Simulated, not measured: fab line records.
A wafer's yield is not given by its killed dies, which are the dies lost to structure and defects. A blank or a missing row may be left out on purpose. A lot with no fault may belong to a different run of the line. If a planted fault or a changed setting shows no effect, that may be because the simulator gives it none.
Matching of chambers + flow n5Finfet + N5_BEOL_M12_CMP_49 on cmp-02: 4 sister chambers
The step polishes, stops on SiOC, t overpolish 20.6 s, target thk 320 nm. 16 wafers are shown with their chamber, then 8 later ones without.

== WAFERS WITH THEIR CHAMBER ==
| wafer  | chamber | motorCurrentA (A) | headPressurePsi (psi) | overpolishRunS (s) |
|--------|---------|-------------------|-----------------------|--------------------|
| L079.1 | 0       | 5.8               | 0.9983                | 20.579             |
| L079.3 | 2       | 6.2               | 0.9988                | 20.612             |
| L079.5 | 0       | 5.7               | 0.9991                | 20.597             |
| L085.2 | 3       | 5.4               | 0.9992                | 20.601             |
| L085.3 | 1       | 6.8               | 1.0001                | 20.608             |
| L085.4 | 2       | 5.7               | 1.0019                | 20.592             |
| L084.2 | 1       | 6.6               | 1.0023                | 20.615             |
| L084.4 | 3       | 5.2               | 0.9997                | 20.592             |
| L084.5 | 1       | 6.4               | 1.0016                | 20.598             |
| L086.2 | 2       | 5.9               | 1.0019                | 20.595             |
| L086.3 | 1       | 6.6               | 1.0007                | 20.581             |
| L086.4 | 3       | 5.4               | 0.9994                | 20.598             |
| L089.2 | 3       | 5.5               | 1.0000                | 20.607             |
| L089.3 | 2       | 5.8               | 0.9972                | 20.602             |
| L089.5 | 0       | 5.6               | 1.0028                | 20.602             |
| L083.3 | 0       | 5.4               | 1.0005                | 20.586             |

SIGNATURES (averages over the wafers above)
| reading         | chamber 0 | chamber 1 | chamber 2 | chamber 3 | scatter within a chamber |
|-----------------|-----------|-----------|-----------|-----------|--------------------------|
| motorCurrentA   | 5.625     | 6.600     | 5.900     | 5.375     | 0.172                    |
| headPressurePsi | 1.000175  | 1.001175  | 0.999950  | 0.999575  | 0.00162                  |
| overpolishRunS  | 20.59100  | 20.60050  | 20.60025  | 20.59950  | 0.0105                   |
Rule: for each reading, subtract the chamber's mean from the wafer's reading, divide by that reading's scatter and square the result; add these up over the readings and take the root, which gives the wafer's distance from the chamber. The wafer belongs to the nearest chamber; if the next one is less than 2 further off, it can't be placed. How the scatter is found: for the shown wafers, subtract from each reading the mean of its chamber, square and add these, divide the total by (wafers less chambers), then take the root.

== WAFERS WITH NO CHAMBER GIVEN ==
| wafer  | motorCurrentA (A) | headPressurePsi (psi) | overpolishRunS (s) |
|--------|-------------------|-----------------------|--------------------|
| L083.4 | 5.6               | 1.0000                | 20.601             |
| L083.5 | 5.4               | 1.0009                | 20.599             |
| L097.1 | 5.7               | 0.9969                | 20.608             |
| L097.2 | 5.6               | 0.9984                | 20.607             |
| L097.5 | 5.5               | 0.9981                | 20.598             |
| L096.2 | 5.7               | 1.0007                | 20.607             |
| L096.3 | 5.3               | 0.9974                | 20.596             |
| L096.6 | 5.8               | 0.9977                | 20.599             |

== EACH ONE'S CHAMBER ==
| wafer  | from the rows above          | in truth |
|--------|------------------------------|----------|
| L083.4 | can't be placed: 0 or 3 or 2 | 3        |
| L083.5 | can't be placed: 3 or 0      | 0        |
| L097.1 | can't be placed: 2 or 0 or 3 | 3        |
| L097.2 | can't be placed: 3 or 0 or 2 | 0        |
| L097.5 | can't be placed: 3 or 0 or 2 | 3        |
| L096.2 | can't be placed: 2 or 0 or 3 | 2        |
| L096.3 | can't be placed: 3 or 0      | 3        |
| L096.6 | can't be placed: 2 or 0 or 3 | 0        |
0 of 8 placed correctly. Cannot be placed on the basis of these rows: 8; the candidates contain the true chamber in 8. Number placed wrongly: 0.
